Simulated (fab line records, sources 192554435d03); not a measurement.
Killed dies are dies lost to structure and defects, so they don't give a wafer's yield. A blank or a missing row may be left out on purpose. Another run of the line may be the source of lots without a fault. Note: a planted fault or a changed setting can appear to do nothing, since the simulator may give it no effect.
One fault through the eyes of 2 desks :: flow n5-finfet :: numbers are kept per desk, each desk with only its own; the story behind them comes last

## AT THE TOOL OWNER'S DESK: epi-rpcvd-03
The tool's own readings at N5_WELL_APT_EPI_41 (deposits Si from SiH4/H2, target thk 50 nm, time 297.7 s): means of the sampled wafers that have a number, for each lot that ran on this tool. The brackets show how far a lot's mean lies from the usual mean; more than 4 standard deviations puts the lot out of limits, marked OUT.
Columns: A = run-length-s at N5_WELL_APT_EPI_41, usual 356.1 s; B = throttle-valve-pct at N5_WELL_APT_EPI_41, usual 11.8 %
lot: L250
first seen here: day 4 11:05
A: 361.9
B: 11.9

lot: L257
first seen here: day 6 07:04
A: 327.6 (-9.8) OUT
B: 11.8

lot: L259
first seen here: day 6 16:35
A: 327.4 (-9.9) OUT
B: 11.8
This desk's verdict: out of limits on L257, L259, starting with L257 at day 6 07:04 (run-length-s at N5_WELL_APT_EPI_41). In limits: L250.

## FROM THE METROLOGY DESK
What the gauges read for every lot (on any tool): the sampled wafers with a number, averaged. The brackets show how far a lot's mean lies from the usual mean; more than 4 standard deviations puts the lot out of limits, marked OUT. Readings shown: 7 out of 14 (the first out of limits, and those lying furthest out on some lot).
Columns: A = CJ_N at N5_BEOL_M4_RC_MEAS_101, usual 4.35; B = CJ_P at N5_BEOL_M4_RC_MEAS_101, usual 5.79; C = IOFF_N at N5_BEOL_M4_RC_MEAS_101, usual 0.159 nA/um; D = IOFF_P at N5_BEOL_M4_RC_MEAS_101, usual 0.21 nA/um; E = RS_NWELL at N5_BEOL_M4_RC_MEAS_101, usual 1037 ohm/sq; F = RS_PWELL at N5_BEOL_M4_RC_MEAS_101, usual 3011 ohm/sq; G = VT_P at N5_BEOL_M4_RC_MEAS_101, usual -250 mV
lot: L250
first seen here: day 10 11:02
A: 4.35
B: 5.81
C: 0.213
D: 0.30
E: 1036
F: 3004
G: -242

lot: L256
first seen here: day 12 05:41
A: 4.22
B: 5.71
C: 0.173
D: 0.20
E: 1032
F: 2988
G: -254

lot: L257
first seen here: day 12 10:31
A: 4.67
B: 5.02 (-4.8) OUT
C: 0.181
D: 0.27
E: 1050
F: 3068
G: -246

lot: L259
first seen here: day 12 17:37
A: 4.65
B: 4.99 (-5.0) OUT
C: 0.149
D: 0.24
E: 1048
F: 3074
G: -244
This desk reports L257, L259 out of limits; the earliest was L257 at day 12 10:31 (CJ_P at N5_BEOL_M4_RC_MEAS_101). In limits: L250, L256.

## ALL TOGETHER
The tool owner's desk had the chance to raise an alarm at day 6 07:04 on L257, L259.
At day 12 10:31 the metrology desk could have sounded an alarm, on L257, L259.
Every lot named ran N5_WELL_APT_EPI_41 on epi-rpcvd-03.

## WHAT THE SIMULATOR HAD PUT IN
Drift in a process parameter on epi-rpcvd-03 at N5_WELL_APT_EPI_41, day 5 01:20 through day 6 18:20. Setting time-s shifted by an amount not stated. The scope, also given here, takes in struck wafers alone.
Lots struck among those shown: L257, L259.
Time in hours from fault onset to the first out-of-limits reading at each desk: tool owner's desk 30, metrology desk 177.
